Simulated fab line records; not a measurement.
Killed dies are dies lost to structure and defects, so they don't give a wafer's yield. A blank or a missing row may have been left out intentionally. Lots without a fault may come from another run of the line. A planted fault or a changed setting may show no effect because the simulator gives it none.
3 desks, one fault -- flow nand_harc -- what lay behind the numbers comes last; until then each desk has only its own

THE DEFECT DESK
Per lot, the means of the sampled wafers with a number show what the inspections along the route counted. Any lot whose mean is over 4 standard deviations away from the usual mean is out of limits and marked OUT; that distance is given in the brackets.
Columns: A = raw_defect_count at NHARC_A_START_INSPECT_01, usual 3.5; B = raw_defect_count at NHARC_A_SOURCE_PLATE_INSPECT_08, usual 63
lot,first seen here,A,B
L116,day 6 15:22,5.3,59
L118,day 6 17:56,4.7,39
L117,day 6 22:50,5.0,53
L120,day 7 11:48,3.3,43
L119,day 7 14:28,5.0,33
L121,day 7 21:50,2.0,96
L122,day 7 22:34,4.7,42
L123,day 8 07:57,2.7,62
L124,day 8 09:16,2.0,81
L126,day 8 21:57,4.0,72
L128,day 9 17:12,4.3,72
L136,day 11 13:20,2.0,38
L137,day 11 18:49,2.0,53
L139,day 11 22:37,4.7,76
L138,day 11 23:05,2.0,74
This desk's verdict: no lot among the 15 shows anything out of limits.

DESK OF THE TOOL OWNER: pecvd_onon-03
The tool's own readings at NHARC_A_ONON_D1_DEP_19 (target thk 1000 nm): means of the sampled wafers that have a number, for each lot that ran on this tool. Any lot whose mean is over 4 standard deviations away from the usual mean is out of limits and marked OUT; that distance is given in the brackets.
Columns: A = n2o_flow_sccm at NHARC_A_ONON_D1_DEP_19, usual 2000 sccm
lot,first seen here,A
L116,day 8 02:50,1997
L122,day 9 07:50,1999
L124,day 9 18:02,2006
L136,day 13 00:43,2008
L137,day 13 03:50,1998
L138,day 13 07:22,1998
This desk's verdict: no lot among the 6 shows anything out of limits.

THE METROLOGY DESK
Means of the sampled wafers that have a number, per lot and without regard to the tool the lot ran on: this is what the gauges read. Any lot whose mean is over 4 standard deviations away from the usual mean is out of limits and marked OUT; that distance is given in the brackets.
Columns: A = thk_nm at NHARC_A_ONON_D1_THK_MEAS_21, usual 997 nm
lot,first seen here,A
L116,day 8 03:17,993
L118,day 8 03:17,999
L117,day 8 09:05,990
L120,day 8 21:46,1005
L119,day 8 21:46,1002
L122,day 9 08:11,998
L121,day 9 08:11,1009
L123,day 9 18:32,992
L124,day 9 18:33,992
L126,day 10 09:21,991
L128,day 11 02:30,993
L136,day 13 00:59,1288 (+34) OUT
L137,day 13 04:20,1574 (+68) OUT
L139,day 13 07:48,1011
L138,day 13 07:49,1197 (+24) OUT
This desk finds L136, L137, L138 out of limits, L136 being first, at day 13 00:59 (thk_nm at NHARC_A_ONON_D1_THK_MEAS_21). L116, L118, L117, L120, L119, L122, L121, L123, L124, L126, L128, L139 stayed within limits.

TAKEN TOGETHER
L136, L137, L138 would have let the metrology desk raise an alarm at day 13 00:59.
No out-of-limits result turned up at the defect desk.
The desk of the tool owner found nothing out of limits.
The defect desk has L136, L137, L138 on record, within its limits.
Tool owner's desk: L136, L137, L138 on record, inside its limits.
The lots listed all ran NHARC_A_ONON_D1_DEP_19 on pecvd_onon-03.

WHAT THE SIMULATOR HAD INSERTED
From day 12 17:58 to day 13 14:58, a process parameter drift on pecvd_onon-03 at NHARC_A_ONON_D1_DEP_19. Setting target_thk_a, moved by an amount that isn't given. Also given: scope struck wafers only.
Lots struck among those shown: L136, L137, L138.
Delay in hours, fault start to first out-of-limits reading, per desk: metrology desk 7.
